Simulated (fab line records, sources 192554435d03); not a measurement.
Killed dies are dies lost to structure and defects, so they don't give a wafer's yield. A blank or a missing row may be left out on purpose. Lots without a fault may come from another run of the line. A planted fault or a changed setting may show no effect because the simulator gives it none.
fab line records | flow n5_finfet
record lots=10 wafers=30 last_day=17
route steps=1938 shown BEOL_M9@1438 PASSIVATION@1936
lots that met no fault: from a run of the same line without faults
start_h: hours from the record's first day to the start of the lot's first wafer shown | wait_h: hours since the lot's step before | " the same as in the row above | L1.1+2: a row that stands for several wafers | - no value, or no start given | * or withheld: withheld | < > ~ a bound
route shown NAME@n: a module of which the file shows steps, and the number in the route of the first | usual: mean/standard deviation of fault-free wafers | same: alike in all rows | chamber/n: place in a boat | sites: the reading at each site | _std_site: their standard deviation | _edge_site: outer sites' mean less inner sites' | radius_mm: how far each site lies from the wafer's centre | mask NAME#n: copy n | behind: the tool/chamber that last shaped the wafer | hold: why the lot was held/for how many hours/how that ended | device: the transistor (n, p or np) that didn't switch | end of line: the same wafers' tests at the end of the route | a step without rows: its recipe alone | killed: dies lost to structure and defects at the first sort, not the wafer's yield | map: a wafer's dies, x killed, . not, _ none there
set.NAME: the setting as run; set.NAME@STEP: as run at that earlier step | model.NAME: the simulator's own value behind a step, which no gauge read
steps of the route over a sample of lots; a table a step, a row a wafer
services: from which hour (start_h, from the record's first day; less than 0 if before it) a tool's chamber was out of use, for how many hours, and why
## steps
# step N5_BEOL_M9_ETCH_76
# recipe chemistry=N2/H2 target=underlayer target_depth_a=65 mask_material=CAR-EUV time_s=5.2 ion_energy_ev=200 pressure_mtorr=30 source_w=840 bias_w=150 n2_flow_sccm=200 h2_flow_sccm=200 ends=cleared
# usual chamber_pressure_mTorr=30.00/0.044 drypump_motor_current_A=5.6/0.52 etch_rf_on_time_s=5.20/0.072 h2_flow_sccm=200.0/0.64 oes_product_au=0.67/0.071 rf_vpp_V=522.9/2.5 showerhead_plenum_p_Torr=2.50/0.076 throttle_valve_pct=17.79/0.2
# columns lot.wafer tool chamber start_h wait_h chamber_pressure_mTorr drypump_motor_current_A etch_rf_on_time_s h2_flow_sccm oes_product_au rf_hours_counter_h rf_vpp_V showerhead_plenum_p_Torr throttle_valve_pct
L421.1 rie_diel-02 3 211.05 0.0 30.01 5.6 5.28 200.7 0.58 217 524.0 2.63 18.00
L421.3 " 2 " " 30.03 6.0 5.20 200.3 0.77 24 522.9 2.48 17.70
L421.6 " 1 " " 30.01 6.1 5.24 200.3 0.80 - 522.0 2.48 17.59
L426.1 rie_diel-02 0 240.83 0.0 30.03 5.9 5.15 200.5 0.59 235 522.2 2.51 17.97
L426.4 " 1 " " 29.94 6.1 5.06 200.1 0.79 - 524.5 2.48 17.60
L426.6 " 2 " " 29.94 6.0 5.15 200.1 0.77 - 523.6 2.48 17.73
L425.2 rie_diel-02 0 241.70 0.0 30.00 5.9 5.18 200.6 0.59 236 523.4 2.51 17.93
L425.4 " 3 " " 30.05 5.6 5.16 199.9 0.58 221 529.6 2.63 18.02
L425.5 " 3 " " 30.00 5.5 5.13 200.5 0.58 - 526.1 2.63 18.02
L427.3 rie_diel-06 0 243.86 0.0 30.02 5.8 5.03 199.4 0.78 35 522.7 2.48 17.48
L427.4 " 1 " " 29.98 6.7 5.28 199.8 0.72 67 526.7 2.68 17.86
L427.5 " 1 " " 30.05 6.6 5.29 200.0 0.73 - 525.2 2.68 17.86
L433.1 rie_diel-02 2 275.85 0.0 30.00 6.0 5.24 199.8 0.76 40 522.9 2.48 17.75
L433.2 " 3 " " 30.02 5.6 5.29 199.4 0.58 232 525.9 2.62 18.01
L433.3 " 1 " " 30.02 6.1 5.09 199.7 0.78 29 523.0 2.48 17.62
L435.1 rie_diel-02 3 300.04 0.0 29.98 5.6 5.30 201.1 0.57 242 529.4 2.62 18.06
L435.3 " 1 " " 30.04 6.1 5.21 200.1 0.77 40 521.0 2.47 17.64
L435.6 " 2 " " 29.95 6.0 5.21 200.4 0.74 - 522.0 2.47 17.78
L437.1 rie_diel-01 1 322.84 0.0 30.05 5.8 5.30 200.5 0.61 196 520.2 2.42 17.65
L437.2 " 0 " " 29.99 5.8 5.33 200.3 0.59 196 524.2 2.63 18.20
L437.6 " 0 " " 30.04 5.7 5.39 199.1 0.60 - 526.5 2.63 18.20
L443.2 rie_diel-02 1 339.09 0.0 30.01 6.1 5.15 199.7 0.73 52 522.1 2.47 17.64
L443.3 " 0 " " 29.95 5.9 5.10 200.2 0.80 7 521.5 2.50 17.55
L443.6 " 1 " " 29.96 6.0 5.09 199.7 0.76 - 519.2 2.47 17.66
L439.3 rie_diel-01 1 339.55 0.0 30.07 5.8 5.29 199.5 0.61 202 521.2 2.42 17.67
L439.4 " 3 " " 30.04 4.7 5.25 199.9 0.65 143 521.1 2.45 17.73
L439.6 " 3 " " 30.01 4.7 5.26 199.5 0.65 - 520.8 2.45 17.74
L442.3 rie_diel-01 3 355.14 0.0 29.99 4.7 5.21 200.3 0.65 147 519.6 2.44 17.74
L442.4 " 2 " " 30.04 4.9 5.14 200.4 0.66 124 521.7 2.46 17.77
L442.6 " 1 " " 30.05 5.8 5.26 200.5 0.60 - 518.9 2.42 17.70
# step N5_BEOL_M9_HM_STRIP_39
# recipe chemistry=peroxide_tin_strip material=TiN target_depth_a=250 temp_c=50 time_s=158
# usual bath_guard_temp_C=50.0/0.5 bath_heat_duty_pct=7.3/0.87
# columns lot.wafer tool chamber start_h wait_h bath_guard_temp_C bath_heat_duty_pct
L421.1 wet_bench-03 2 211.50 0.0 50.5 7.5
L421.3 " 0 " " 49.6 6.7
L421.6 " 5 " " 50.9 8.8
L426.1 wet_bench-04 3 241.29 0.0 - -
L426.4 " 0 " " - -
L426.6 " 6 " " - -
L425.2 wet_bench-03 7 242.15 0.0 - -
L425.4 " 2 " " - -
L425.5 " 0 " " - -
L427.3 wet_bench-03 1 244.32 0.0 - -
L427.4 " 4 " " - -
L427.5 " 5 " " - -
L433.1 wet_bench-06 2 276.30 0.0 51.2 7.8
L433.2 " 3 " " 50.6 6.8
L433.3 " 6 " " 49.9 7.8
L435.1 wet_bench-03 5 300.49 0.0 50.4 7.5
L435.3 " 4 " " 50.4 5.9
L435.6 " 1 " " 49.3 6.7
L437.1 wet_bench-04 0 323.30 0.0 49.6 7.4
L437.2 " 4 " " 49.8 7.7
L437.6 " 7 " " 49.0 6.0
L443.2 wet_bench-04 4 339.55 0.0 49.9 6.7
L443.3 " 3 " " 50.3 7.5
L443.6 " 2 " " 49.6 7.2
L439.3 wet_bench-04 4 340.00 0.0 50.0 8.3
L439.4 " 5 " " 50.4 8.0
L439.6 " 1 " " 50.7 6.5
L442.3 wet_bench-03 6 355.60 0.0 50.0 6.7
L442.4 " 3 " " 50.0 5.8
L442.6 " 1 " " 49.3 6.9
# step N5_BEOL_M9_CD_MEAS_35
# recipe target_cd_nm=70 target_cd_y_nm=40 polarity=opening
# usual cd_nm=70.3/0.54
# columns lot.wafer tool chamber start_h wait_h cd_nm
L421.1 cd_sem-02 - 211.62 0.0 70.4
L421.3 " - " " 69.9
L421.6 " - " " 70.8
L426.1 cd_sem-03 - 241.41 0.0 70.9
L426.4 " - " " 69.9
L426.6 " - " " 70.9
L425.2 cd_sem-01 - 242.27 0.0 70.2
L425.4 " - " " 70.1
L425.5 " - " " 70.9
L427.3 cd_sem-02 - 244.44 0.0 70.6
L427.4 " - " " 70.1
L427.5 " - " " 69.8
L433.1 cd_sem-02 - 276.42 0.0 71.1
L433.2 " - " " 71.0
L433.3 " - " " 71.0
L435.1 cd_sem-01 - 300.61 0.0 71.0
L435.3 " - " " 70.1
L435.6 " - " " 70.0
L437.1 cd_sem-03 - 323.42 0.0 69.5
L437.2 " - " " 70.1
L437.6 " - " " 69.6
L443.2 cd_sem-02 - 339.67 0.0 71.3
L443.3 " - " " 70.7
L443.6 " - " " 70.5
L439.3 cd_sem-02 - 340.13 0.0 70.5
L439.4 " - " " 70.3
L439.6 " - " " 70.7
L442.3 cd_sem-02 - 355.72 0.0 70.0
L442.4 " - " " 69.7
L442.6 " - " " 69.4
# step N5_BEOL_M9_DEGAS_44
# recipe ambient=vacuum temp_c=250 time_s=60
# usual heater_power_w=350/28
# columns lot.wafer tool chamber start_h wait_h heater_power_w
L421.1 pvd_sputter-03 - 212.05 0.3 330
L421.3 " - " " 355
L421.6 " - " " 381
L426.1 pvd_sputter-03 - 241.83 0.3 351
L426.4 " - " " 333
L426.6 " - " " 321
L425.2 pvd_sputter-03 - 244.53 2.1 320
L425.4 " - " " 345
L425.5 " - " " 318
L427.3 pvd_sputter-03 - 245.35 0.7 335
L427.4 " - " " 377
L427.5 " - " " 343
L433.1 pvd_sputter-02 - 276.79 0.3 370
L433.2 " - " " 432
L433.3 " - " " 352
L435.1 pvd_sputter-01 - 301.93 1.2 351
L435.3 " - " " 340
L435.6 " - " " 343
L437.1 pvd_sputter-02 - 323.79 0.3 431
L437.2 " - " " 343
L437.6 " - " " 358
L443.2 pvd_sputter-02 - 340.21 0.2 354
L443.3 " - " " 323
L443.6 " - " " 422
L439.3 pvd_sputter-01 - 341.22 0.3 330
L439.4 " - " " 337
L439.6 " - " " 328
L442.3 pvd_sputter-02 - 356.09 0.2 347
L442.4 " - " " 322
L442.6 " - " " 323
# step N5_BEOL_M9_CMP_52
# recipe stop_on=SiCOH_lowk t_overpolish_s=7 down_force_psi=1 platen_rpm=50 clearing_platen_down_force_psi=1.5 clearing_platen_rpm=50 post_cmp_clean=cu_alkaline target_thk_nm=140 clearing_platen_pad_velocity_m_s=0.99484 pad_velocity_m_s=0.99484
# usual barrier_field_endpoint_s=28.6/0.63 motor_current_A=6.1/0.55
# columns lot.wafer tool chamber start_h wait_h barrier_field_endpoint_s motor_current_A
L421.3 cmp-02 3 215.15 0.2 29.4 5.8
L421.1 " 1 " " 29.1 6.3
L421.6 " 2 " " 28.7 6.2
L426.4 cmp-02 0 243.28 0.2 34.2 5.0
L426.1 " 2 " " 33.4 5.9
L426.6 " 0 " " 34.5 4.9
L425.4 cmp-03 1 245.76 0.1 34.9 6.3
L425.2 " 3 " " 33.7 6.4
L425.5 " 2 " " 35.0 6.0
L427.4 cmp-02 3 246.69 0.2 34.3 6.2
L427.3 " 1 " " 33.3 6.6
L427.5 " 2 " " 33.6 5.8
L433.3 cmp-03 1 278.22 0.2 28.7 6.4
L433.2 " 2 " " 28.7 6.0
L433.1 " 3 " " 28.3 6.6
L435.3 cmp-04 1 303.04 0.2 28.1 6.6
L435.1 " 0 " " 27.8 7.7
L435.6 " 1 " " 29.1 6.3
L437.1 cmp-04 0 325.20 0.4 27.4 7.6
L437.2 " 2 " " 28.1 6.0
L437.6 " 3 " " 28.6 5.5
L443.3 cmp-03 1 342.23 0.2 30.7 6.1
L443.2 " 2 " " 28.7 5.9
L443.6 " 0 " " 29.9 6.3
L439.4 cmp-02 3 343.52 0.2 28.1 5.8
L439.3 " 1 " " 27.8 6.5
L439.6 " 3 " " 28.1 5.9
L442.4 cmp-02 3 357.45 0.2 28.7 6.2
L442.3 " 0 " " 28.7 5.2
L442.6 " 2 " " 29.0 5.7
# step N5_PASSIVATION_PROBE_49
# usual defect_limited_yield=91.3/1.4 killed_at_M0_to_M3=35/11 killed_at_M4_up=14/5.4 killed_at_contacts=12/6.2 killed_at_front_end=38/11 killed_at_other=4.1/2.8 killed_dies=103/17 killed_open=66/13 killed_short=34/8.2 sort_bin_5_function=5.1/0.89 sort_bin_6_memory=3.3/0.72 sort_n_pass=1077/17 sort_yield_pct=91.3/1.4
# same gross_dies=1180 killed_at_back_side=0 sort_bin_4_leakage[%]=0 sort_bin_8_speed[%]=0
# columns lot.wafer tool chamber start_h wait_h defect_limited_yield[%] killed_at_M0_to_M3 killed_at_M4_up killed_at_contacts killed_at_front_end killed_at_other killed_dies killed_open killed_short sort_bin_5_function[%] sort_bin_6_memory[%] sort_n_pass sort_yield_pct[%]
L427.5 prober-01 - 306.84 0.2 88.8 47 25 11 42 7 132 90 38 6.4 4.6 1048 88.8
# killed by level:class
L427.5 FIN_SAQP:geometric_particle:short=12 BEOL_M0_SAQP:geometric_particle:open=12 MOL_CONTACT_COAG:geometric_particle:open=10 BEOL_M2:geometric_particle:open=10 BEOL_M3:geometric_particle:open=7 FIN_SAQP:geometric_particle:open=6 BEOL_M0_SAQP:geometric_particle:short=6 BEOL_M4:geometric_particle:open=6
## services
# columns tool chamber start_h hours kind
cmp-02 - 202.10 0.9 repair
cmp-04 - 202.11 4.0 pm
cmp-03 - 204.25 0.4 repair
cmp-04 - 207.42 3.5 pm
cmp-02 - 213.47 1.6 repair
rie_diel-02 - 215.56 14.6 pm
cmp-02 - 225.03 1.2 repair
rie_diel-01 - 231.04 0.4 repair
cmp-02 - 253.86 1.7 repair
cmp-02 - 263.48 4.0 pm
wet_bench-03 - 264.49 10.4 repair
rie_diel-06 - 276.05 14.6 pm
rie_diel-02 - 279.98 0.2 repair
cmp-02 - 282.39 0.8 repair
rie_diel-02 0 283.46 - clean
rie_diel-02 0 283.46 - consumable_replace:focus_ring
cmp-03 - 288.57 3.1 pm
cmp-04 - 299.89 2.2 repair
rie_diel-06 2 307.59 1.2 repair
rie_diel-02 0 316.35 5.3 repair
pvd_sputter-02 - 317.00 6.5 repair
rie_diel-06 2 335.32 3.3 repair
cmp-04 - 341.87 7.1 pm
cmp-04 - 349.96 3.6 repair
## key
first_sign step=N5_BEOL_M9_HM_STRIP_39 reading=tool_record direction=missing
effect step=N5_BEOL_M9_CMP_52 reading=barrier_field_endpoint_s direction=up sigmas=8.8 usual=28.6 struck=34.1
met_at N5_BEOL_M9_HM_STRIP_39
struck_lots L425,L426,L427
not_acting_at N5_BEOL_M9_ETCH_76,N5_BEOL_M9_CD_MEAS_35,N5_BEOL_M9_DEGAS_44
onset_between 211.50 241.29
fault kind=skipped_step_whole tool=wet_bench-03,wet_bench-04 chamber=- onset_h=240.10 steps=N5_BEOL_M9_HM_STRIP_39 scope=struck_lots_only
